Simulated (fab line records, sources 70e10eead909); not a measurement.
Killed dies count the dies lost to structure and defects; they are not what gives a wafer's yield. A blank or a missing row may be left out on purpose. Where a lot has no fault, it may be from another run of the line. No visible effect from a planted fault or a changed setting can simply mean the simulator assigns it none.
Matching of chambers	flow nand_harc	NHARC_A_STAIRCASE_DEP_156 on pecvd-01 has 3 sister chambers
The step deposits SiNx, target thk 50 nm. 6 wafers are shown with their chamber, then 9 later ones without.

## WAFERS, EACH WITH ITS CHAMBER
wafer	chamber	heater_power_w (W)	heater_power_outer_w (W)
L080.4	1	613	369
L084.1	0	891	564
L084.2	1	552	308
L085.1	0	916	582
L085.4	2	567	396
L085.5	2	573	398

## WAFERS WITH NO CHAMBER GIVEN
wafer	heater_power_w (W)	heater_power_outer_w (W)
L090.1	562	373
L090.3	873	570
L090.6	562	368
L091.1	573	405
L091.4	846	535
L091.6	578	314
L092.1	568	386
L092.3	848	528
L092.4	560	400

## WHICH CHAMBER EACH ONE RAN IN
wafer	from the rows above	in truth
L090.1	can't be placed: 2 or 1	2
L090.3	0	0
L090.6	can't be placed: 2 or 1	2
L091.1	2	2
L091.4	0	0
L091.6	1	1
L092.1	can't be placed: 2 or 1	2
L092.3	0	0
L092.4	2	2
Placed correctly: 6 of 9. These rows do not allow placing 3 (true chamber among the candidates in 3). Wrongly placed: 0.
How it was worked out, from the rows above alone: a wafer's distance from a chamber is the root of the sum, over the readings, of the square of ((its reading less the chamber's mean) divided by the reading's scatter). If the next closest chamber is less than 2 further off than the closest, the wafer can't be placed; otherwise it belongs to the closest. Each chamber's mean is taken over the wafers shown for it. How the scatter is found: for the shown wafers, subtract from each reading the mean of its chamber, square and add these, divide the total by (wafers less chambers), then take the root.
